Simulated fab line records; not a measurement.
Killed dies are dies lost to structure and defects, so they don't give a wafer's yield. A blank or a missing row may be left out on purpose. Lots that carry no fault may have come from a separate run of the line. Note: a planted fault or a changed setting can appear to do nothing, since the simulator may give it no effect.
A struck lot beside a sound one ; flow n5 finfet ; 45 out of 1938 route steps
Sound: these wafers, L258.3, L258.4, L258.6. Wafers L255.2, L255.4 were the ones struck. The cause comes at the end.
At each step with rows: each side's tool, then ch and its chambers, then its first start. Under that, the readings that differ: sound wafers ; struck wafers ; difference of the means ; sigmas: that difference in standard deviations of wafers without a fault.
alike: words and numbers the same on both sides, and readings whose means are apart by under 2 such deviations; not compared: readings that were withheld, readings missing a value for some wafer, numbers with overlapping values and no deviation given by the record, and bounds like >300 which may hide the same value.
Wherever a step has rows on one side only, a row that says differs or no value, or a row with sigmas, the two part there. Numbers that don't overlap but have no deviation are shown without sigmas and don't part them. A reading that every wafer of one side lacks parts them only if that side has two wafers or more.

first, 11 steps without rows for these wafers: N5_BEOL_M2_DESCUM_33 (chemistry O2, time 7 s); N5_BEOL_M2_ETCH_77 (etches underlayer in N2/H2, target depth 6.5 nm, time 5.2 s); N5_BEOL_M2_ETCH_69 (etches SiARC in CF4, target depth 15.6 nm, time 26 s); N5_BEOL_M2_ALD_98 (deposits SiO2, target thk 2.5 nm, pulse time 1 s, co reactant pulse time 1 s); N5_BEOL_M2_ETCHBACK_99 (etches SiO2 in CHF3, target depth 5 nm, time 10.4 s); N5_BEOL_M2_ETCH_70 (etches SOC in N2/H2, target depth 80 nm, overetch 24 nm, time 130 s); N5_BEOL_M2_STRIP_71 (strips in N2/H2); N5_BEOL_M2_STRIP_78 (strips in N2/H2); N5_BEOL_M2_VIA_ETCH_34 (etches the open film in C4F6/O2, target depth 69.4 nm, time 65.9 s); N5_BEOL_M2_STRIP_83 (strips in C4F6/O2); N5_BEOL_M2_STRIP_36 (strips in N2/H2).
N5_BEOL_M2_TRENCH_ETCH_37: etches SiOC in C4F6/O2, target depth 55.555 nm, time 29.2 s.
  sound on rie diel-04 ch 0,3, day 10 14:50; struck on rie diel-05 ch 0,2, day 10 04:16
reading;sound;struck;difference;sigmas
drypump motor current A (A);6.2 6.2 6.7;5.3 4.8;-1.3;-2
oes product au (a.u.);0.75 0.75 0.73;1.12 1.36;+0.50;+5
model.BEOL_M2.feature depth nm (nm);55.6 55.4 56.8;85.2 88.4;+30.9;
model.etch.depth nm (nm);55.52 55.34 56.82;85.18 88.39;+30.89;
model.TiN_of_BEOL_M2_HM_DEP_02.thk nm (nm);17.4 17.6 17.4;16 16.4;-1;
  alike: rf fwd power W, rf vpp V, showerhead plenum p Torr, throttle valve pct
  not compared: rf hours counter h
then, 2 steps without rows for these wafers: N5_BEOL_M2_ETCH_41 (etches SiCN in CH3F/O2, target depth 29.9 nm, time 52.5 s); N5_BEOL_M2_STRIP_97 (strips in N2/H2, time 10 s).
N5_BEOL_M2_OCD_MEAS_38:
  struck on ocd-02, day 10 04:25; sound on ocd-01, day 10 15:00
reading;sound;struck;difference;sigmas
trench depth nm (nm);55.6 55.8 56.7;85.3 88.0;+30.6;+32
then, 25 steps without rows for these wafers: N5_BEOL_M2_HM_STRIP_39 (strips TiN in peroxide tin strip, target depth 25 nm, time 158 s); N5_BEOL_M2_SRD_40 (time 30 s); N5_BEOL_M2_PRECLEAN_42 (cleans in residue remover, time 60 s); N5_BEOL_M2_SRD_43 (time 30 s); N5_BEOL_M2_DEGAS_44 (time 60 s); N5_BEOL_M2_PRE_CLEAN_45 (time 30 s); N5_BEOL_M2_ALD_84 (deposits TaN, pulse time 2 s, purge time 3 s, co reactant purge time 2 s); N5_BEOL_M2_SURFACE_TREAT_85; N5_BEOL_M2_CVD_47 (deposits Co from CCTBA/H2, target thk 3 nm, time 223.8 s); N5_BEOL_M2_SPUTTER_48 (material Cu, target thk 4.5 nm, time 8.29 s); N5_BEOL_M2_ANNEAL_49 (time 240 s); N5_BEOL_M2_SPUTTER_79 (material Cu, target thk 4.5 nm, time 8.29 s); N5_BEOL_M2_ANNEAL_80 (time 240 s); N5_BEOL_M2_SPUTTER_81 (material Cu, target thk 4.5 nm, time 8.29 s); N5_BEOL_M2_ANNEAL_82 (time 240 s); N5_BEOL_M2_SPUTTER_86 (material Cu, target thk 4.5 nm, time 8.29 s); N5_BEOL_M2_ANNEAL_87 (time 240 s); N5_BEOL_M2_SPUTTER_88 (material Cu, target thk 4.5 nm, time 8.29 s); N5_BEOL_M2_ANNEAL_89 (time 240 s); N5_BEOL_M2_SPUTTER_90 (material Cu, target thk 4.5 nm, time 8.29 s); N5_BEOL_M2_ANNEAL_91 (time 240 s); N5_BEOL_M2_SPUTTER_92 (material Cu, target thk 4.5 nm, time 8.29 s); N5_BEOL_M2_ANNEAL_93 (time 240 s); N5_BEOL_M2_SPUTTER_94 (material Cu, target thk 4.5 nm, time 8.29 s); N5_BEOL_M2_ANNEAL_95 (time 240 s).
N5_BEOL_M2_CMP_52: polishes, stops on SiOC, t overpolish 6.8 s, target thk 40 nm.
  sound on cmp-01 ch 2,3, day 10 18:29; struck on cmp-01 ch 1,2, day 10 09:22
reading;sound;struck;difference;sigmas
model.Cu_of_BEOL_M2_ECD_50.thk nm (nm);39.2 38.6 38.8;71.8 70;+32.0;
  alike: motor current A, slurry filter dp kPa, slurry flow ml min
N5_BEOL_M2_THK_MEAS_53: measures by xrf.
  struck on film metro-02, day 10 09:40; sound on film metro-02, day 10 18:44
reading;sound;struck;difference;sigmas
M2_THK (nm);39.1 38.6 39.0;71.8 69.9;+31.9;+20
N5_BEOL_M2_RS_MEAS_58: a four-point-probe measurement.
  struck on film metro-01, day 10 09:55; sound on film metro-01, day 10 19:02
reading;sound;struck;difference;sigmas
M2_RS (ohm/sq);0.68 0.70 0.69;0.32 0.33;-0.36;-11
N5_BEOL_M4_RC_MEAS_101:
  sound on prober-02 ch 0, day 11 15:32; struck on prober-02 ch 0, day 11 07:38
reading;sound;struck;difference;sigmas
SERP_M2 (ohm/um);232 226 213;106 113;-114;-6
SERP_M2_max_site (ohm/um);243 235 231;110 119;-122;-6
SS_N (mV/dec);73.7 72.1 73.5;71.2 71.8;-1.6;-2
  alike: DIBL_N, DIBL_P, IOFF_N, IOFF_P, ION_N, ION_P, SS_P, VT_N, VT_P
N5_PASSIVATION_PROBE_49:
  the record holds rows for the sound wafers here (prober-02, day 15 23:01) but none for the struck ones

== WHERE THEY PART ==
Last at N5_PASSIVATION_PROBE_49 as far as this record goes, first at N5_BEOL_M2_TRENCH_ETCH_37.

WHY: what had been put in by the simulator
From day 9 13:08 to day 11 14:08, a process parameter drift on rie diel-05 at N5_BEOL_M2_TRENCH_ETCH_37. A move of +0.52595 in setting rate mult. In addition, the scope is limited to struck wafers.
